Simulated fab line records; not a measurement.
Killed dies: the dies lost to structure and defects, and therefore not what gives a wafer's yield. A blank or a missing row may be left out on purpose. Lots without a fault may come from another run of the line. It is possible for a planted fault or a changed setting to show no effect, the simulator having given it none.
fab line records -- flow n5-finfet
record: lots: 11, wafers: 28, last-day: 17
route steps=1938 shown SPACER0@258 SD_EPI_N@272
lots with no fault: from the same line, run without faults
start-h: start of the lot's first displayed wafer, in hours after the record's first day -- wait-h: hours since the lot's step before -- " unchanged from the row above -- L1.1+2: several wafers, shown together as one row -- - value missing, or start not given -- * or withheld: withheld -- < > ~ a bound
route shown NAME@n: names a module that has steps shown in the file, with the first one's number in the route -- usual: mean/standard deviation taken from wafers without a fault -- same: alike in all rows -- chamber/n: place in a boat -- sites: each site's reading -- _std_site: how widely they spread, as a standard deviation -- _edge_site: inner sites' mean taken away from outer sites' mean -- radius-mm: how far each site lies from the wafer's centre -- mask NAME#n: copy n -- behind: the last tool/chamber to shape the wafer -- hold: reason for holding the lot/hours on hold/outcome of the hold -- device: the n, p or np transistor that did not switch -- end of line: the tests these same wafers got at the end of their route -- where a step has no rows: the recipe by itself -- killed: dies that structure and defects cost at the first sort, which is not the same as the wafer's yield -- map: the dies of a wafer, with x for killed, . for not killed, _ for no die there
set.NAME: the run value of the setting; set.NAME@STEP: its run value at that earlier step -- model.NAME: the simulator's own value behind a step, which no gauge read
the route's steps for a sample of lots (tables are steps, rows are wafers)
services: the hour from which a tool's chamber was out of use, counted from the record's first day as start-h (under 0 if before that day), plus the number of hours and why
== steps ==
step: N5_SPACER0_ALD_07
recipe: material: SiNx, target-thk-a: 20, temp-c: 400, ald-precursor-family: SiH2I2, ald-co-reactant: N2/H2-plasma, pressure-torr: 2
usual: heater-power-w: 824/54
lot.wafer,tool,chamber,start-h,wait-h,heater-power-w
L320.4,ald-sin-02,1,53.75,0.8,791
L320.5,ald-sin-02,1,53.75,0.8,807
L320.6,ald-sin-02,2,53.75,0.8,848
L322.3,ald-sin-04,2,66.63,1.3,752
L322.6,ald-sin-04,2,66.63,1.3,759
L332.5,ald-sin-02,1,126.24,0.4,816
L332.6,ald-sin-02,2,126.24,0.4,862
L333.1,ald-sin-04,1,130.11,0.0,798
L333.5,ald-sin-04,0,130.11,0.0,794
L335.1,ald-sin-02,0,145.26,0.0,832
L335.3,ald-sin-02,1,145.26,0.0,814
L335.5,ald-sin-02,3,145.26,0.0,853
L336.2,ald-sin-01,2,148.79,0.0,819
L336.6,ald-sin-01,2,148.79,0.0,810
L337.1,ald-sin-04,3,155.03,0.0,893
L337.2,ald-sin-04,2,155.03,0.0,762
L338.2,ald-sin-01,2,159.92,0.0,818
L338.3,ald-sin-01,1,159.92,0.0,730
L338.4,ald-sin-01,0,159.92,0.0,826
L340.2,ald-sin-04,0,175.35,0.2,785
L340.5,ald-sin-04,0,175.35,0.2,780
L340.6,ald-sin-04,3,175.35,0.2,900
L341.4,ald-sin-02,0,179.63,0.2,832
L341.5,ald-sin-02,1,179.63,0.2,815
L341.6,ald-sin-02,2,179.63,0.2,844
L342.2,ald-sin-02,3,190.52,0.1,808
L342.4,ald-sin-02,1,190.52,0.1,824
L342.6,ald-sin-02,2,190.52,0.1,832
step: N5_SD_EPI_N_INSPECT_11
recipe: mode: adi, inspect-instrument: macro
usual: raw-defect-count: 2.1/1.3
lot.wafer,tool,chamber,start-h,wait-h,raw-defect-count
L320.4,defect-inspect-02,-,54.78,0.0,2
L320.5,defect-inspect-02,-,54.78,0.0,1
L320.6,defect-inspect-02,-,54.78,0.0,3
L322.3,defect-inspect-02,-,67.65,0.0,2
L322.6,defect-inspect-02,-,67.65,0.0,3
L332.5,defect-inspect-02,-,127.18,0.0,1
L332.6,defect-inspect-02,-,127.18,0.0,2
L333.1,defect-inspect-01,-,131.01,0.0,3
L333.5,defect-inspect-01,-,131.01,0.0,1
L335.1,defect-inspect-01,-,146.28,0.0,2
L335.3,defect-inspect-01,-,146.28,0.0,2
L335.5,defect-inspect-01,-,146.28,0.0,2
L336.2,defect-inspect-01,-,149.68,0.0,2
L336.6,defect-inspect-01,-,149.68,0.0,6
L337.1,defect-inspect-02,-,155.92,0.0,2
L337.2,defect-inspect-02,-,155.92,0.0,3
L338.2,defect-inspect-01,-,160.81,0.0,2
L338.3,defect-inspect-01,-,160.81,0.0,1
L338.4,defect-inspect-01,-,160.81,0.0,1
L340.2,defect-inspect-02,-,176.37,0.0,0
L340.5,defect-inspect-02,-,176.37,0.0,2
L340.6,defect-inspect-02,-,176.37,0.0,3
L341.4,defect-inspect-01,-,180.65,0.0,1
L341.5,defect-inspect-01,-,180.65,0.0,2
L341.6,defect-inspect-01,-,180.65,0.0,3
L342.2,defect-inspect-02,-,191.41,0.0,3
L342.4,defect-inspect-02,-,191.41,0.0,0
L342.6,defect-inspect-02,-,191.41,0.0,2
step: N5_SD_EPI_N_SD_RECESS_17
recipe: chemistry: HBr/Cl2/O2, target-depth-a: 410, mask-material: SOC, time-s: 23.7, bt-time-s: 3, pressure-mtorr: 10, icp-w: 800, bias-w: 112, HBr_flow_sccm: 150, Cl2_flow_sccm: 80, O2_flow_sccm: 12
usual: chamber-pressure-mTorr: 9.999/0.0095, drypump-motor-current-A: 5.7/0.42, oes-product-au: 1.003/0.018, rf-fwd-power-W: 796.0/2.5, throttle-valve-pct: 37.2/0.44
lot.wafer,tool,chamber,start-h,wait-h,chamber-pressure-mTorr,drypump-motor-current-A,oes-product-au,rf-fwd-power-W,rf-hours-counter-h,throttle-valve-pct
L320.4,rie-si-05,1,55.49,0.0,9.998,4.8,1.026,793.9,91,37.9
L320.5,rie-si-05,2,55.49,0.0,9.995,5.6,0.992,796.4,-,37.6
L320.6,rie-si-05,1,55.49,0.0,10.017,4.8,1.025,796.6,-,37.9
L322.3,rie-si-05,0,68.40,0.0,10.009,6.2,1.008,793.8,148,36.3
L322.6,rie-si-05,2,68.40,0.0,10.005,5.6,0.943,795.8,-,37.6
L332.5,rie-si-04,1,127.94,0.1,10.013,6.1,0.979,795.8,-,36.9
L332.6,rie-si-04,0,127.94,0.1,10.019,6.1,1.024,793.8,-,37.3
L333.1,rie-si-01,3,132.39,0.0,10.009,5.5,0.987,797.3,100,36.9
L333.5,rie-si-01,2,132.39,0.0,9.993,5.9,0.996,795.3,-,37.5
L335.1,rie-si-04,0,147.16,0.0,9.997,6.2,1.037,798.9,74,37.3
L335.3,rie-si-04,3,147.16,0.0,10.019,5.6,0.998,793.2,185,37.1
L335.5,rie-si-04,1,147.16,0.0,10.011,6.2,0.993,797.3,-,36.8
L336.2,rie-si-01,2,150.40,0.0,9.992,5.9,0.998,800.8,73,37.5
L336.6,rie-si-01,2,150.40,0.0,9.989,5.9,0.987,795.5,-,37.5
L337.1,rie-si-04,2,156.83,0.0,9.982,5.3,0.984,795.5,36,37.6
L337.2,rie-si-04,3,156.83,0.0,9.998,5.6,0.985,799.3,185,37.1
L338.2,rie-si-01,1,161.53,0.0,10.006,5.7,1.008,794.8,190,36.9
L338.3,rie-si-01,2,161.53,0.0,9.994,5.9,0.995,797.8,74,37.5
L338.4,rie-si-01,0,161.53,0.0,10.001,5.8,0.995,798.2,3,37.2
L340.2,rie-si-04,0,177.09,0.0,9.995,6.2,1.031,794.0,75,37.3
L340.5,rie-si-04,1,177.09,0.0,10.000,6.1,0.972,796.8,-,36.9
L340.6,rie-si-04,2,177.09,0.0,9.985,5.3,0.986,797.7,-,37.6
L341.4,rie-si-05,2,181.37,0.0,9.986,5.7,0.998,796.4,1,37.3
L341.5,rie-si-05,1,181.37,0.0,10.001,4.8,1.019,792.8,-,37.9
L341.6,rie-si-05,2,181.37,0.0,9.994,5.7,0.993,796.0,-,37.3
L342.2,rie-si-04,2,192.17,0.0,10.004,5.3,0.984,798.0,36,37.6
L342.4,rie-si-04,1,192.17,0.0,10.009,6.2,0.982,797.2,46,36.9
L342.6,rie-si-04,0,192.17,0.0,10.006,6.2,1.028,795.7,-,37.3
step: N5_SD_EPI_N_STRIP_38
recipe: chemistry: N2/H2, power-w: 1000, temp-c: 250, h2-frac: 0.65, overash-fraction: 0.3, pressure-mtorr: withheld, n2-flow-sccm: 1750, h2-flow-sccm: 3250
usual: drypump-motor-current-A: 6.1/0.59, heater-power-w: 381/34, oes-product-au: 0.760/0.011
lot.wafer,tool,chamber,start-h,wait-h,drypump-motor-current-A,heater-power-w,oes-product-au,rf-hours-counter-h
L320.4,plasma-asher-02,0,55.61,0.1,6.7,404,0.753,-
L320.5,plasma-asher-02,1,55.61,0.1,5.9,319,0.765,-
L320.6,plasma-asher-02,0,55.61,0.1,6.7,398,0.734,-
L322.3,plasma-asher-02,1,68.51,0.1,5.9,324,0.744,-
L322.6,plasma-asher-02,1,68.51,0.1,5.9,326,0.765,-
L332.5,plasma-asher-02,0,128.04,0.1,6.8,409,0.748,-
L332.6,plasma-asher-02,1,128.04,0.1,5.9,338,0.763,-
L333.1,plasma-asher-02,1,132.49,0.1,5.9,328,0.755,97
L333.5,plasma-asher-02,1,132.49,0.1,5.9,336,0.763,-
L335.1,plasma-asher-01,1,147.25,0.1,6.3,380,0.747,51
L335.3,plasma-asher-01,0,147.25,0.1,5.1,410,0.756,-
L335.5,plasma-asher-01,0,147.25,0.1,5.1,416,0.740,-
L336.2,plasma-asher-01,1,150.83,0.4,6.4,393,0.782,52
L336.6,plasma-asher-01,0,150.83,0.4,5.1,417,0.749,-
L337.1,plasma-asher-02,1,156.93,0.1,5.8,323,0.744,102
L337.2,plasma-asher-02,0,156.93,0.1,6.7,393,0.771,102
L338.2,plasma-asher-02,0,161.63,0.1,6.7,409,0.748,103
L338.3,plasma-asher-02,1,161.63,0.1,5.9,337,0.742,-
L338.4,plasma-asher-02,0,161.63,0.1,6.7,403,0.741,-
L340.2,plasma-asher-01,1,177.18,0.1,6.3,382,0.781,57
L340.5,plasma-asher-01,1,177.18,0.1,6.4,398,0.775,-
L340.6,plasma-asher-01,0,177.18,0.1,5.1,406,0.764,-
L341.4,plasma-asher-01,0,181.48,0.1,5.1,407,0.767,-
L341.5,plasma-asher-01,1,181.48,0.1,6.3,386,0.750,-
L341.6,plasma-asher-01,0,181.48,0.1,5.1,405,0.764,-
L342.2,plasma-asher-01,1,192.26,0.1,6.3,389,0.768,60
L342.4,plasma-asher-01,0,192.26,0.1,5.1,409,0.776,-
L342.6,plasma-asher-01,0,192.26,0.1,5.0,401,0.756,-
== services ==
tool,chamber,start-h,hours,kind
rie-si-05,1,42.70,5.2,repair
rie-si-01,-,55.39,0.3,repair
rie-si-04,3,67.23,11.3,repair
rie-si-04,0,69.89,12.7,repair
ald-sin-02,2,70.99,11.1,repair
ald-sin-04,-,85.53,14.0,pm
ald-sin-04,0,85.53,14.0,vent-cycle
ald-sin-04,1,85.53,14.0,vent-cycle
ald-sin-04,2,85.53,14.0,vent-cycle
ald-sin-04,3,85.53,14.0,vent-cycle
ald-sin-04,0,99.53,-,clean
ald-sin-04,1,99.53,-,clean
ald-sin-04,2,99.53,-,clean
ald-sin-04,3,99.53,-,clean
ald-sin-02,-,102.55,2.8,pm
rie-si-05,-,105.23,0.3,repair
rie-si-01,0,141.09,1.6,repair
plasma-asher-02,-,149.07,2.7,pm
rie-si-05,2,149.22,-,clean
rie-si-05,2,149.22,12.1,scheduled-down
rie-si-05,2,149.22,12.1,vent-cycle
rie-si-05,0,151.76,5.6,repair
rie-si-01,1,191.87,-,clean
rie-si-01,1,191.87,23.0,scheduled-down
== key ==
first-sign: step: N5_SD_EPI_N_SD_RECESS_17, reading: oes-product-au, direction: down, sigmas: 3.4, usual: 1.003, struck: 0.943
effect none on later readings
met-at N5_SD_EPI_N_SD_RECESS_17
struck-lots L322
struck-wafers L322.6
tester-left-out L322
not-acting-at N5_SPACER0_ALD_07,N5_SD_EPI_N_INSPECT_11,N5_SD_EPI_N_STRIP_38
onset-between 55.49 68.40
fault: kind: process-parameter-drift, tool: rie-si-05, chamber: -, onset-h: 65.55, steps: N5_SD_EPI_N_SD_RECESS_17, channel: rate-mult, offset: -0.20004, shape: step, end-h: 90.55, scope: struck-wafers-only
tester-left-out: of these lots the tester's yield and bins aren't shown, on N5 and GAA mostly nor the transistor test; their killed dies are dies lost to structure and defects alone, not to doping, threshold or leakage, so they don't give the yield
